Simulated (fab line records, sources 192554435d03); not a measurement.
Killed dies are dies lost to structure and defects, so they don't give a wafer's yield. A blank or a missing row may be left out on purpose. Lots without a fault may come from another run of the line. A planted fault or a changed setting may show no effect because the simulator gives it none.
Split-lot experiment | flow n5_finfet | 7 lots, 21 wafers read, on a route of 1938 steps

THE SPLIT
At N5_MOL_CONTACT_COAG_ETCH_106 (etches SOC in N2/H2, target depth 80 nm, overetch 16 nm, time 120 s), the setting source_w was moved away from the recipe's 840 W on 10 of the 21 wafers read, by -11.8% to +16.6%. The other wafers ran this setting at the recipe's value.

The reading is taken at the split's own step.

THE READING
rf_vpp_V, in V, at N5_MOL_CONTACT_COAG_ETCH_106 (etches SOC in N2/H2, target depth 80 nm, overetch 16 nm, time 120 s). Fault-free wafers of this fab line usually give 523.5 V, standard deviation 2.1 V.

wafer  | tool, chamber at the split | source_w as run, W | against the recipe | rf_vpp_V, V | against lot-mates on the recipe
L079.1 | rie_diel-01, 1             | 840                | recipe             | 523.7       | -
L079.4 | rie_diel-01, 0             | 840                | recipe             | 523.6       | -
L079.6 | rie_diel-01, 1             | 840                | recipe             | 524.9       | -
L080.2 | rie_diel-02, 2             | 840                | recipe             | 521.3       | -
L080.3 | rie_diel-02, 3             | 840                | recipe             | 525.9       | -
L080.6 | rie_diel-02, 3             | 840                | recipe             | 525.4       | -
L083.2 | rie_diel-02, 2             | 979.8              | +16.6%             | 496.3       | -27.8
L083.3 | rie_diel-02, 1             | 840                | recipe             | 524.1       | -
L083.4 | rie_diel-02, 3             | 979.8              | +16.6%             | 500.9       | -23.2
L086.4 | rie_diel-01, 3             | 840                | recipe             | 523.6       | -
L086.5 | rie_diel-01, 2             | 967.4              | +15.2%             | 498.1       | -24.4
L086.6 | rie_diel-01, 1             | 840                | recipe             | 521.5       | -
L088.1 | rie_diel-02, 3             | 940.3              | +11.9%             | 505.5       | no lot-mate on the recipe
L088.4 | rie_diel-02, 1             | 940.3              | +11.9%             | 501.4       | no lot-mate on the recipe
L088.6 | rie_diel-02, 3             | 940.3              | +11.9%             | 507.2       | no lot-mate on the recipe
L089.4 | rie_diel-06, 1             | 840                | recipe             | 525.1       | -
L089.5 | rie_diel-06, 2             | 743.2              | -11.5%             | 544.2       | +19.1
L089.6 | rie_diel-06, 3             | 743.2              | -11.5%             | 542.2       | +17.1
L094.2 | rie_diel-02, 1             | 840                | recipe             | 521.3       | -
L094.3 | rie_diel-02, 0             | 741                | -11.8%             | 550.2       | +28.9
L094.6 | rie_diel-02, 1             | 741                | -11.8%             | 543.9       | +22.6

THE FIT
A straight line over all 21 wafers: rf_vpp_V changes by -1.67 V for each +1% of source_w; r = -0.99; the points scatter about the line by 2.4 V.
The same after taking each lot's own level away (the mean of its wafers on the recipe; 18 wafers): -1.69 V for each +1%; r = -0.98; scatter 2.8 V.
On that fit, the largest move of source_w shifts the reading by 28 V.
The lots' own levels span 521.30 to 525.10 V, that is 1.8 times the standard deviation above.
So the lot-to-lot level changes the slope little: the two slopes agree.
Check: with one of the wafers moved furthest among these (+16.6%) left out of the fit, the line predicts -27.1 V for it against its lot-mates. It came out at -27.8 V against them.
Tool readings at the split's step, against how far the setting was moved: rf_vpp_V r = -0.99.

OTHER SPLITS ON THESE WAFERS
These wafers also went through other splits before the reading. Each is held against what the fit with the lots' levels taken away leaves over:
other split on the same wafers | wafers away from the commonest value | r with rf_vpp_V (lot level and that fit taken away)
N5_SDB_EXPOSE_08 dose_mj       | 4                                    | -0.06
N5_HKMG_FIN_ETCH_54 source_w   | 4                                    | -0.24
N5_GATE_CUT_COAT_27 spin_rpm   | 4                                    | -0.49
N5_GATE_CUT_DESCUM_18 time_s   | 7                                    | -0.34

THE WHOLE CHAIN: every reading that the file lists as answering this split, in the file's order
step                         | what it does                                                        | reading                                                                                    | change (the file's fit)                | r (the file's)
N5_MOL_CONTACT_COAG_ETCH_106 | etches SOC in N2/H2, target depth 80 nm, overetch 16 nm, time 120 s | rf_vpp_V                                                                                   | -1.68 V for each +1% of the setting    | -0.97
N5_MOL_CONTACT_COAG_ETCH_106 | etches SOC in N2/H2, target depth 80 nm, overetch 16 nm, time 120 s | SiARC_of_MOL_CONTACT_COAG_COAT_104.thk_nm (the simulator's own value, which no gauge read) | -0.0249 nm for each +1% of the setting | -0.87
N5_MOL_CONTACT_COAG_ETCH_110 | etches Si in CF4/O2, target depth 2.5 nm, time 8 s                  | MOL_CONTACT_COAG.cd_offset_nm (the simulator's own value, which no gauge read)             | +0.0394 nm for each +1% of the setting | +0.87

THE FILE'S OWN FIT
rf_vpp_V changes by -1.68 V for each +1% of source_w, r = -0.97.
